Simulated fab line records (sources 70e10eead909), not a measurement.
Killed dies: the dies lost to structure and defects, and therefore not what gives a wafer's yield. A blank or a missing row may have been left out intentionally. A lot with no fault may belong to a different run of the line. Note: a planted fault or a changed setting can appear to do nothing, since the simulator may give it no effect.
A struck lot beside a sound one :: flow nand-harc :: 14 steps out of a route of 1302
Sound: wafers L159.1, L159.2, L159.6. Struck: wafer L170.3 (L170.2, L170.5, from the same lot, were not struck and are left out); the cause is given at the end.
For every step that has rows: the tool of each side, followed by ch and its chambers, followed by its first start. Under that, the readings that differ: sound wafers :: struck wafers :: difference of the means :: sigmas: that difference in standard deviations of wafers without a fault.
alike: readings with means less than 2 such deviations apart, plus words and numbers identical on both sides. not compared: withheld readings, readings lacking a value on some wafer, bounds such as >300 that could conceal the same value, and numbers that have no deviation in the record and whose values overlap.
A row with sigmas, a row that says differs or no value, or rows on one side alone: a step with any of these is where the two part. When numbers do not overlap yet have no deviation, they are printed without sigmas and do not part them. Lack of a reading on every wafer of one side parts them only where that side has two or more wafers.

first, 4 steps without rows for these wafers: NHARC_P_GATE_EBR_22; NHARC_P_GATE_EXPOSE_23 (exposes mask P GATE, target cd 120 nm); NHARC_P_GATE_PEB_24 (peb time 65 s); NHARC_P_GATE_DEVELOP_25 (develop time 35 s).
NHARC_P_GATE_CD_MEAS_26: the cd target is 120 nm.
  sound on cd-sem-03 ch 0, day 7 20:46; struck on cd-sem-03 ch 0, day 12 14:02
  alike: cd-nm
NHARC_P_GATE_OVL_MEAS_27:
  sound on overlay-02 at day 7 20:51; struck on overlay-02 at day 12 14:07
  alike: overlay-x-nm, overlay-y-nm
NHARC_P_GATE_INSPECT_28:
  sound on defect-inspect-02 at day 7 20:53; struck on defect-inspect-01 at day 12 14:09
  alike: raw-defect-count
NHARC_P_GATE_DESCUM_31: chemistry O2, time 3 s.
  sound on rie-diel-05 ch 1,2,3, day 7 20:58; struck on rie-diel-07 ch 2, day 12 14:13
  alike: drypump-motor-current-A, oes-product-au, rf-vpp-V, showerhead-plenum-p-Torr, throttle-valve-pct
  not compared: rf-hours-counter-h
NHARC_P_GATE_ETCH_104: etches the open film in CF4/CHF3, target depth 60 nm.
  sound on rie-diel-05 ch 1,2, day 7 21:02; struck on rie-diel-07 ch 0, day 12 14:18
  alike: drypump-motor-current-A, oes-product-au, rf-vpp-V, showerhead-plenum-p-Torr, throttle-valve-pct
NHARC_P_GATE_HM_OPEN_105: chemistry O2/COS, target depth 360 nm.
  sound: rie-diel-05 ch 0,2,3; struck: rie-diel-07 ch 1
reading: oes-product-au (a.u.)
sound: 0.986 0.986 0.999
struck: 1.016
difference: +0.026
sigmas: +2

reading: throttle-valve-pct (%)
sound: 28.341 28.350 28.336
struck: 28.323
difference: -0.019
sigmas: -2
  alike: drypump-motor-current-A, rf-vpp-V, showerhead-plenum-p-Torr
  not compared: rf-hours-counter-h
then, 1 step without rows for these wafers: NHARC_P_GATE_STRIP_106 (strips in O2/COS).
NHARC_P_GATE_ETCH_114: etches the open film in CF4/O2, target depth 30 nm, overetch 3 nm, time 16.5 s.
  sound: rie-diel-05 ch 0,3; struck: rie-diel-07 ch 3
  alike: drypump-motor-current-A, oes-product-au, rf-vpp-V, showerhead-plenum-p-Torr, throttle-valve-pct
  not compared: rf-hours-counter-h, time-s
NHARC_P_GATE_ETCH_32: etches the open film in HBr/Cl2, target depth 150 nm, time 100.1 s.
  sound on rie-si-03 ch 0,2,3, day 7 21:26; struck on rie-si-03 ch 3, day 12 14:41
reading: time-s (s)
sound: 100.1 100.1 100.1
struck: 107.63
difference: +7.53
sigmas: 
  alike: drypump-motor-current-A, he-backside-leak-sccm, oes-product-au, throttle-valve-pct
  not compared: rf-hours-counter-h
NHARC_P_GATE_STRIP_108: strips in O2.
  sound on rie-diel-08 ch 0,1,2, day 7 21:34; struck on rie-diel-08 ch 1, day 12 14:51
  alike: drypump-motor-current-A, oes-product-au, rf-vpp-V, showerhead-plenum-p-Torr, throttle-valve-pct
  not compared: rf-hours-counter-h

## WHERE THEY PART
At NHARC_P_GATE_HM_OPEN_105 and nowhere else, as far as this record goes. Later steps at which nothing parts them and some readings are alike: NHARC_P_GATE_ETCH_114, NHARC_P_GATE_ETCH_32, NHARC_P_GATE_STRIP_108.

WHY: what had been put in by the simulator
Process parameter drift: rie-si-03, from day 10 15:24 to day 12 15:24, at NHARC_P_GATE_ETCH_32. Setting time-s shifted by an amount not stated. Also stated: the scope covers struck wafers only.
